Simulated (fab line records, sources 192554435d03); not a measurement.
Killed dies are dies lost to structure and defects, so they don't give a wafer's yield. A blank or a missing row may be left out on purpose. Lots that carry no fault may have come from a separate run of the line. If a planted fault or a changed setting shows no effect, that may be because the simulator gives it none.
fab line records	flow n5_finfet
record: lots: 7	wafers: 21
route steps=1938 shown BEOL_M11@1579 BEOL_M12@1625 BEOL_M13@1662
start_h: start of the lot's first displayed wafer, in hours after the record's first day	wait_h: hours from the lot's prior step to this one	" identical to the entry in the row above	L1.1+2: one row covering several wafers at once	- no value, or no start was given	* or withheld: withheld	< > ~ a bound
route shown NAME@n: names a module that has steps shown in the file, with the first one's number in the route	usual: average and standard deviation across the fault-free wafers	same: alike in all rows	chamber/n: place in a boat	sites: each site's reading	_std_site: standard deviation of those values	_edge_site: mean of outer sites minus mean of inner sites	radius_mm: for every site, how far away it sits from the centre of the wafer	mask NAME#n: copy n	behind: the most recent tool/chamber to have shaped the wafer	hold: reason for holding the lot/hours on hold/outcome of the hold	device: names the non-switching transistor (n, p or np)	end of line: tests run on the same wafers once the route is complete	a step without rows: its recipe alone	killed: the dies lost at the first sort to structure and to defects; this is not the yield of the wafer	map: a wafer's dies, x killed, . not, _ none there
set.NAME: the setting the step ran with; set.NAME@STEP: the setting that earlier step ran with	model.NAME: the simulator's own value behind a step, which no gauge read
lots run with intentionally changed settings; tables by step, rows by wafer
== steps ==
step: N5_BEOL_M11_ETCH_41
recipe: chemistry: CH3F/O2	target: SiCN	target_depth_a: 426	taper_deg: 2	time_s: 86	ion_energy_ev: 120	mask_material: TiN	pressure_mtorr: 30	source_w: 395	bias_w: 75	Ar_flow_sccm: 150	CH3F_flow_sccm: 30	O2_flow_sccm: 20
lot.wafer	tool	chamber	start_h	wait_h	set.time_s	model.etch.depth_nm
L075.2	rie_diel-05	1	-	-	86	32.76
L075.4	"	2	"	"	86	30.99
L075.5	"	3	"	"	86	31.71
L077.1	rie_diel-05	2	-	-	102.9	37.17
L077.3	"	0	"	"	86	33.33
L077.5	"	1	"	"	86	32.7
L080.2	rie_diel-05	3	-	-	86	31.64
L080.5	"	1	"	"	86	33.09
L080.6	"	2	"	"	92.92	33.87
L085.2	rie_diel-06	3	-	-	86	33.34
L085.3	"	0	"	"	86	31.52
L085.4	"	2	"	"	86	33.06
L095.3	rie_diel-06	2	-	-	69.79	26.45
L095.4	"	0	"	"	86	31.39
L095.6	"	3	"	"	69.79	26.9
L097.3	rie_diel-06	3	-	-	86	32.97
L097.4	"	1	"	"	86	32.46
L097.5	"	0	"	"	76.94	28.39
L096.1	rie_diel-05	0	-	-	86	32.89
L096.3	"	3	"	"	104	38.2
L096.4	"	3	"	"	86	31.55
step: N5_BEOL_M11_STRIP_77
recipe: chemistry: N2/H2	time_s: 10	power_w: 450	temp_c: 40	pressure_mtorr: 20	rf_frequency_hz: 6e+07	bias_power_w: 7	n2_flow_sccm: 200	h2_flow_sccm: 200
step: N5_BEOL_M11_OCD_MEAS_38
usual: trench_depth_nm: 148/3.4
lot.wafer	tool	chamber	start_h	wait_h	set.time_s@BEOL_M11_TRENCH_ETCH_37	trench_depth_nm
L075.2	ocd-02	-	241.43	-	48	150
L075.4	"	-	"	"	56.46	165
L075.5	"	-	"	"	48	144
L077.1	ocd-01	-	257.83	-	48	143
L077.3	"	-	"	"	48	153
L077.5	"	-	"	"	48	149
L080.2	ocd-01	-	276.39	-	39.97	120
L080.5	"	-	"	"	39.97	125
L080.6	"	-	"	"	48	143
L085.2	ocd-01	-	310.89	-	48	152
L085.3	"	-	"	"	48	145
L085.4	"	-	"	"	48	151
L095.3	ocd-02	-	386.39	-	41.92	131
L095.4	"	-	"	"	48	142
L095.6	"	-	"	"	48	150
L097.3	ocd-01	-	390.46	-	48	151
L097.4	"	-	"	"	44.74	139
L097.5	"	-	"	"	44.74	134
L096.1	ocd-02	-	392.50	-	48	150
L096.3	"	-	"	"	48	144
L096.4	"	-	"	"	48	144
step: N5_BEOL_M11_HM_STRIP_39
recipe: chemistry: peroxide_tin_strip	material: TiN	target_depth_a: 250	temp_c: 50	time_s: 158
step: N5_BEOL_M11_SRD_40
recipe: time_s: 30	temp_c: 23	rinse_liquid: diw	dry: ipa_marangoni
step: N5_BEOL_M11_ECD_50
recipe: material: Cu	target_thk_a: 3180
step: N5_BEOL_M11_ANNEAL_51
recipe: temp_c: 225	time_s: 90	ambient: N2
step: N5_BEOL_M11_CMP_52
recipe: stop_on: SiCOH_lowk	t_overpolish_s: 7	down_force_psi: 1	platen_rpm: 50	clearing_platen_down_force_psi: 1.5	clearing_platen_rpm: 50	post_cmp_clean: cu_alkaline	target_thk_nm: 140	clearing_platen_pad_velocity_m_s: 0.99484	pad_velocity_m_s: 0.99484
lot.wafer	tool	chamber	start_h	wait_h	set.time_s@BEOL_M11_TRENCH_ETCH_37	model.Cu_of_BEOL_M11_ECD_50.thk_nm
L075.4	cmp-02	0	243.63	0.1	56.46	156.4
L075.2	"	3	"	"	48	142.6
L075.5	"	0	"	"	48	136
L077.1	cmp-02	3	262.00	0.3	48	133.2
L077.3	"	0	"	"	48	143
L077.5	"	3	"	"	48	141.4
L080.2	cmp-04	2	280.07	0.3	39.97	111.6
L080.5	"	0	"	"	39.97	115.6
L080.6	"	1	"	"	48	133.2
L085.3	cmp-02	1	314.19	0.2	48	138
L085.4	"	2	"	"	48	143.2
L085.2	"	3	"	"	48	144.2
L095.3	cmp-01	0	388.37	0.3	41.92	124.2
L095.4	"	1	"	"	48	132.6
L095.6	"	3	"	"	48	140.4
L097.4	cmp-01	0	392.57	0.2	44.74	132.6
L097.3	"	1	"	"	48	140.2
L097.5	"	3	"	"	44.74	123
L096.1	cmp-04	1	394.73	0.3	48	141.2
L096.4	"	2	"	"	48	134.6
L096.3	"	0	"	"	48	134.4
step: N5_BEOL_M11_THK_MEAS_53
recipe: thk_meas_gauge: xrf	reads: Cu_of_BEOL_M11_ECD_50
usual: M11_THK: 139/3.8
lot.wafer	tool	chamber	start_h	wait_h	set.time_s@BEOL_M11_TRENCH_ETCH_37	M11_THK[nm]
L075.2	film_metro-02	-	243.92	-	48	143
L075.4	"	-	"	"	56.46	157
L075.5	"	-	"	"	48	136
L077.1	film_metro-02	-	262.29	-	48	134
L077.3	"	-	"	"	48	143
L077.5	"	-	"	"	48	141
L080.2	film_metro-01	-	280.29	-	39.97	113
L080.5	"	-	"	"	39.97	117
L080.6	"	-	"	"	48	135
L085.2	film_metro-01	-	314.49	-	48	145
L085.3	"	-	"	"	48	140
L085.4	"	-	"	"	48	145
L095.3	film_metro-01	-	388.59	-	41.92	125
L095.4	"	-	"	"	48	134
L095.6	"	-	"	"	48	141
L097.3	film_metro-02	-	392.83	-	48	139
L097.4	"	-	"	"	44.74	132
L097.5	"	-	"	"	44.74	122
L096.1	film_metro-02	-	395.02	-	48	142
L096.3	"	-	"	"	48	135
L096.4	"	-	"	"	48	134
step: N5_BEOL_M12_COAT_22
recipe: spin_rpm: 2888	resist_thk_nm: 300
lot.wafer	tool	chamber	start_h	wait_h	set.spin_rpm	model.coat_of_BEOL_M12_COAT_22.thk_nm
L075.2	litho_track-03	0	-	-	2678	311.2
L075.4	"	0	"	"	2888	300
L075.5	"	0	"	"	2888	298.6
L077.1	litho_track-03	0	-	-	2888	301.4
L077.3	"	0	"	"	3091	290.4
L077.5	"	0	"	"	2888	300.6
L080.2	litho_track-05	0	-	-	2888	299.8
L080.5	"	0	"	"	2779	307.4
L080.6	"	0	"	"	2888	301.2
L085.2	litho_track-05	0	-	-	2888	300.4
L085.3	"	0	"	"	2888	301.4
L085.4	"	0	"	"	2888	300.8
L095.3	litho_track-05	0	-	-	2888	299.4
L095.4	"	0	"	"	2611	313.8
L095.6	"	0	"	"	2611	314.8
L097.3	litho_track-04	0	-	-	2630	314.2
L097.4	"	0	"	"	2888	300.8
L097.5	"	0	"	"	2630	315.4
L096.1	litho_track-03	0	-	-	2649	313.2
L096.3+4	"	0	"	"	2888	299.2
step: N5_BEOL_M13_COAT_04
recipe: spin_rpm: 1625	resist_thk_nm: 400
lot.wafer	tool	chamber	start_h	wait_h	set.spin_rpm	model.coat_of_BEOL_M13_COAT_04.thk_nm
L075.2	litho_track-02	0	-	-	1625	400.4
L075.4	"	0	"	"	1625	401.2
L075.5	"	0	"	"	1483	419.2
L077.1	litho_track-02	0	-	-	1787	380.8
L077.3	"	0	"	"	1787	381.2
L077.5	"	0	"	"	1625	399.8
L080.2	litho_track-04	0	-	-	1625	399.2
L080.5	"	0	"	"	1505	414
L080.6	"	0	"	"	1505	415
L085.2	litho_track-02	0	-	-	1625	402.4
L085.3	"	0	"	"	1625	400.6
L085.4	"	0	"	"	1625	399.4
L095.3	litho_track-02	0	-	-	1689	392
L095.4	"	0	"	"	1625	400.4
L095.6	"	0	"	"	1689	392.4
L097.3	litho_track-04	0	-	-	1523	414.8
L097.4	"	0	"	"	1625	402
L097.5	"	0	"	"	1625	401.2
L096.1	litho_track-04	0	-	-	1625	400.2
L096.3	"	0	"	"	1471	421
L096.4	"	0	"	"	1471	420.6
step: N5_BEOL_M13_EXPOSE_07
recipe: mask_id: V12	na: 0.93	source_shape: conventional	sigma_outer: 0.6	polarization: unpolarized	attpsm_phase_deg: 180	dose_mj: 24.8
lot.wafer	tool	chamber	start_h	wait_h	mask	set.dose_mj
L075.2+4	krf_scanner-01	0	252.14	-	V12#0	24.8
L075.5	"	0	"	"	V12#0	23.7
L077.1	krf_scanner-02	0	270.38	-	V12#0	24.8
L077.3+5	"	0	"	"	V12#0	23.05
L080.2	krf_scanner-02	0	288.04	-	V12#0	24.8
L080.5+6	"	0	"	"	V12#0	23.8
L085.2+3+4	krf_scanner-01	0	323.26	-	V12#0	24.8
L095.3+4	krf_scanner-01	0	395.21	-	V12#0	25.57
L095.6	"	0	"	"	V12#0	24.8
L097.3+4	krf_scanner-02	0	400.90	-	V12#0	25.3
L097.5	"	0	"	"	V12#0	24.8
L096.1+4	krf_scanner-01	0	401.08	-	V12#0	26.48
L096.3	"	0	"	"	V12#0	24.8
step: N5_BEOL_M13_PEB_08
recipe: peb_temp_c: 130	peb_time_s: 90
step: N5_BEOL_M13_DEVELOP_09
recipe: develop_time_s: 45	rinse_liquid: diw	dry: air_spin	dev_temp_c: 21
step: N5_BEOL_M13_HARDBAKE_14
recipe: temp_c: 130	time_s: 120
step: N5_BEOL_M13_CD_MEAS_10
recipe: target_cd_nm: 190	landing_energy_ev: 500	detector: se_inlens	polarity: opening
usual: cd_nm: 190.8/1.5
lot.wafer	tool	chamber	start_h	wait_h	set.dose_mj@BEOL_M13_EXPOSE_07	cd_nm
L075.2	cd_sem-02	0	252.30	-	24.8	187.5
L075.4	"	0	"	"	24.8	189.6
L075.5	"	0	"	"	23.7	183.1
L077.1	cd_sem-03	0	270.55	-	24.8	191.7
L077.3	"	0	"	"	23.05	185.3
L077.5	"	0	"	"	23.05	185.4
L080.2	cd_sem-03	0	288.21	-	24.8	190.8
L080.5	"	0	"	"	23.8	186.2
L080.6	"	0	"	"	23.8	189.5
L085.2	cd_sem-01	0	323.43	-	24.8	191.4
L085.3	"	0	"	"	24.8	191.7
L085.4	"	0	"	"	24.8	189.6
L095.3	cd_sem-03	0	395.37	-	25.57	194.0
L095.4	"	0	"	"	25.57	192.5
L095.6	"	0	"	"	24.8	191.7
L097.3	cd_sem-03	0	401.06	-	25.3	194.0
L097.4	"	0	"	"	25.3	192.5
L097.5	"	0	"	"	24.8	189.2
L096.1	cd_sem-03	0	401.26	-	26.48	196.5
L096.3	"	0	"	"	24.8	190.8
L096.4	"	0	"	"	26.48	196.2
step: N5_BEOL_M13_DESCUM_15
recipe: chemistry: O2	time_s: 7.9	source_power_w: 50	bias_power_w: 20	pressure_mtorr: 20	rf_frequency_hz: 2.712e+07	temp_c: 40	o2_flow_sccm: 225
step: N5_BEOL_M13_ETCH_59
recipe: chemistry: N2/H2	target: BARC	target_depth_a: 890	overetch_a: 267	time_s: 67.9	ion_energy_ev: 200	pressure_mtorr: 30	source_w: 840	bias_w: 150	n2_flow_sccm: 200	h2_flow_sccm: 200
lot.wafer	tool	chamber	start_h	wait_h	set.spin_rpm@BEOL_M13_COAT_04	model.coat_of_BEOL_M13_COAT_04.thk_nm
L075.2	rie_diel-03	1	253.09	0.0	1625	314.8
L075.4	"	3	"	"	1625	319.6
L075.5	"	3	"	"	1483	338.2
L077.1	rie_diel-05	3	270.68	0.0	1787	301.2
L077.3	"	2	"	"	1787	302.6
L077.5	"	2	"	"	1625	321.2
L080.2	rie_diel-03	1	288.33	0.0	1625	314.4
L080.5	"	0	"	"	1505	333.2
L080.6	"	3	"	"	1505	333.4
L085.2	rie_diel-06	1	323.55	0.0	1625	320.2
L085.3	"	2	"	"	1625	316.4
L085.4	"	0	"	"	1625	319
L095.3	rie_diel-05	1	395.49	0.0	1689	308.2
L095.4	"	3	"	"	1625	321.2
L095.6	"	1	"	"	1689	308.8
L097.3	rie_diel-05	3	401.18	0.0	1523	335.4
L097.4	"	3	"	"	1625	323
L097.5	"	1	"	"	1625	317.4
L096.1	rie_diel-06	0	401.42	0.0	1625	320.2
L096.3	"	1	"	"	1471	338.4
L096.4	"	3	"	"	1471	336
step: N5_BEOL_M13_VIA_ETCH_16
recipe: chemistry: C4F8/O2/Ar	target: SiOC	pressure_mtorr: 30	source_w: 3000	bias_w: 700	Ar_flow_sccm: 400	C4F8_flow_sccm: 15	O2_flow_sccm: 8	he_inner_torr: 15	he_outer_torr: 30	target_depth_a: 9217	time_s: withheld	ion_energy_ev: 250	ends: cleared
lot.wafer	tool	chamber	start_h	wait_h	set.spin_rpm@BEOL_M13_COAT_04	model.coat_of_BEOL_M13_COAT_04.thk_nm
L075.2	rie_diel-03	1	253.15	0.0	1625	73.4
L075.4	"	3	"	"	1625	67.6
L075.5	"	3	"	"	1483	91.2
L077.1	rie_diel-05	3	270.73	0.0	1787	58
L077.3	"	2	"	"	1787	61.4
L077.5	"	2	"	"	1625	72.2
L080.2	rie_diel-03	1	288.38	0.0	1625	70.6
L080.5+6	"	0,3	"	"	1505	83.6
L085.2	rie_diel-06	1	323.60	0.0	1625	74.8
L085.3	"	2	"	"	1625	66.8
L085.4	"	0	"	"	1625	70.2
L095.3	rie_diel-05	1	395.54	0.0	1689	56.8
L095.4	"	3	"	"	1625	66.6
L095.6	"	1	"	"	1689	55.8
L097.3	rie_diel-05	3	401.24	0.0	1523	84.4
L097.4	"	3	"	"	1625	71.8
L097.5	"	1	"	"	1625	65.4
L096.1	rie_diel-06	0	401.47	0.0	1625	70.8
L096.3	"	1	"	"	1471	94.8
L096.4	"	3	"	"	1471	85
step: N5_BEOL_M13_STRIP_63
recipe: chemistry: N2/H2	power_w: 1000	temp_c: 250	h2_frac: 0.65	overash_fraction: 0.3	pressure_mtorr: 1000	n2_flow_sccm: 1750	h2_flow_sccm: 3250
usual: strip_time_to_endpoint_s: 27.7/1.2
lot.wafer	tool	chamber	start_h	wait_h	set.spin_rpm@BEOL_M13_COAT_04	strip_time_to_endpoint_s
L075.2	plasma_asher-02	1	253.46	-	1625	28.7
L075.4	"	0	"	"	1625	27.0
L075.5	"	0	"	"	1483	33.8
L077.1	plasma_asher-01	0	270.97	-	1787	24.1
L077.3	"	0	"	"	1787	25.1
L077.5	"	0	"	"	1625	28.3
L080.2	plasma_asher-02	0	288.62	-	1625	27.8
L080.5	"	0	"	"	1505	31.6
L080.6	"	1	"	"	1505	31.6
L085.2	plasma_asher-02	1	323.84	-	1625	29.1
L085.3	"	0	"	"	1625	26.7
L085.4	"	1	"	"	1625	27.7
L095.3	plasma_asher-02	1	396.08	-	1689	23.7
L095.4	"	0	"	"	1625	26.7
L095.6	"	0	"	"	1689	23.4
L097.3	plasma_asher-02	1	401.49	-	1523	31.8
L097.4	"	0	"	"	1625	28.2
L097.5	"	1	"	"	1625	26.3
L096.1	plasma_asher-01	0	401.70	-	1625	27.9
L096.3	"	1	"	"	1471	34.8
L096.4	"	0	"	"	1471	32.0
step: N5_BEOL_M13_STRIP_64
recipe: chemistry: N2/H2	power_w: 1000	temp_c: 250	h2_frac: 0.65	overash_fraction: 0.3	pressure_mtorr: withheld	n2_flow_sccm: 1750	h2_flow_sccm: 3250
step: N5_BEOL_M13_STRIP_71
recipe: chemistry: post_etch_residue_remover	time_s: 60	temp_c: 25	remover_ph: withheld	remover_water_wt_pct: withheld	remover_fluoride_wt_pct: withheld
step: N5_BEOL_M13_SRD_72
recipe: time_s: 30	temp_c: 23	rinse_liquid: diw	dry: n2_spin	spin_rpm: 1500	dry_time_s: 30
step: N5_BEOL_M13_CD_MEAS_17
recipe: target_cd_nm: 190	polarity: opening
usual: cd_nm: 191.3/2
lot.wafer	tool	chamber	start_h	wait_h	set.dose_mj@BEOL_M13_EXPOSE_07	cd_nm
L075.2	cd_sem-03	-	253.67	0.0	24.8	191.5
L075.4	"	-	"	"	24.8	189.2
L075.5	"	-	"	"	23.7	182.4
L077.1	cd_sem-03	-	271.17	0.0	24.8	194.3
L077.3	"	-	"	"	23.05	183.7
L077.5	"	-	"	"	23.05	184.5
L080.2	cd_sem-03	-	288.83	0.0	24.8	194.6
L080.5	"	-	"	"	23.8	187.3
L080.6	"	-	"	"	23.8	188.2
L085.2	cd_sem-03	-	324.04	0.0	24.8	195.0
L085.3	"	-	"	"	24.8	192.6
L085.4	"	-	"	"	24.8	188.8
L095.3	cd_sem-01	-	396.27	0.0	25.57	194.7
L095.4	"	-	"	"	25.57	193.0
L095.6	"	-	"	"	24.8	191.6
L097.3	cd_sem-03	-	401.68	0.0	25.3	194.3
L097.4	"	-	"	"	25.3	193.3
L097.5	"	-	"	"	24.8	188.6
L096.1	cd_sem-01	-	401.91	0.0	26.48	196.0
L096.3	"	-	"	"	24.8	191.1
L096.4	"	-	"	"	26.48	197.6
step: N5_BEOL_M13_SPUTTER_43
recipe: material: TaN	target_thk_a: 150	temp_c: 50	bias_v: 168.6	power_w: 15000	chamber_pressure_pa: 0.12	time_s: 24.19
lot.wafer	tool	chamber	start_h	wait_h	set.time_s	model.TaN_of_BEOL_M13_SPUTTER_43.thk_nm
L075.2	pvd_sputter-03	-	262.38	0.0	24.19	14.6
L075.4+5	"	-	"	"	24.19	14.8
L077.1+3	pvd_sputter-03	-	275.02	0.0	22.25	13.4
L077.5	"	-	"	"	24.19	14.6
L080.2+5+6	pvd_sputter-03	-	290.82	0.0	20.85	12.8
L085.2	pvd_sputter-01	-	325.55	0.0	24.19	15
L085.3+4	"	-	"	"	24.19	15.2
L095.3	pvd_sputter-01	-	399.58	0.0	24.19	15
L095.4	"	-	"	"	20.76	12.6
L095.6	"	-	"	"	20.76	12.8
L097.3	pvd_sputter-01	-	406.37	0.0	24.19	15.2
L097.4+5	"	-	"	"	24.19	15
L096.1+3+4	pvd_sputter-03	-	406.55	0.0	24.19	15
== key ==
split: step: N5_BEOL_M11_ETCH_41	setting: time_s	stated: 86	by: wafer
response: step: N5_BEOL_M11_ETCH_41	reading: model.etch.depth_nm	change: +0.261	per: 1%	r: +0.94
split: step: N5_BEOL_M12_COAT_22	setting: spin_rpm	stated: 2888	by: wafer
response: step: N5_BEOL_M12_COAT_22	reading: model.coat_of_BEOL_M12_COAT_22.thk_nm	change: -1.6	per: 1%	r: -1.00
split: step: N5_BEOL_M13_COAT_04	setting: spin_rpm	stated: 1625	by: wafer
response: step: N5_BEOL_M13_COAT_04	reading: model.coat_of_BEOL_M13_COAT_04.thk_nm	change: -2.06	per: 1%	r: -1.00
response: step: N5_BEOL_M13_ETCH_59	reading: model.coat_of_BEOL_M13_COAT_04.thk_nm	change: -2.19	per: 1%	r: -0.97
response: step: N5_BEOL_M13_VIA_ETCH_16	reading: model.coat_of_BEOL_M13_COAT_04.thk_nm	change: -1.93	per: 1%	r: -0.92
response: step: N5_BEOL_M13_STRIP_63	reading: strip_time_to_endpoint_s	change: *	per: 1%	r: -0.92
split: step: N5_BEOL_M13_EXPOSE_07	setting: dose_mj	stated: 24.8	by: wafer
response: step: N5_BEOL_M13_CD_MEAS_10	reading: cd_nm	change: +0.903	per: 1%	r: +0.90
response: step: N5_BEOL_M13_CD_MEAS_17	reading: cd_nm	change: +1.31	per: 1%	r: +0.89
split: step: N5_BEOL_M13_SPUTTER_43	setting: time_s	stated: 24.19	by: wafer
response: step: N5_BEOL_M13_SPUTTER_43	reading: model.TaN_of_BEOL_M13_SPUTTER_43.thk_nm	change: +0.159	per: 1%	r: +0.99
split outside_this_file step=N5_BEOL_M11_TRENCH_ETCH_37 setting=time_s
split outside_this_file: this setting was split too, and the file shows its column; the key of that split is in another file
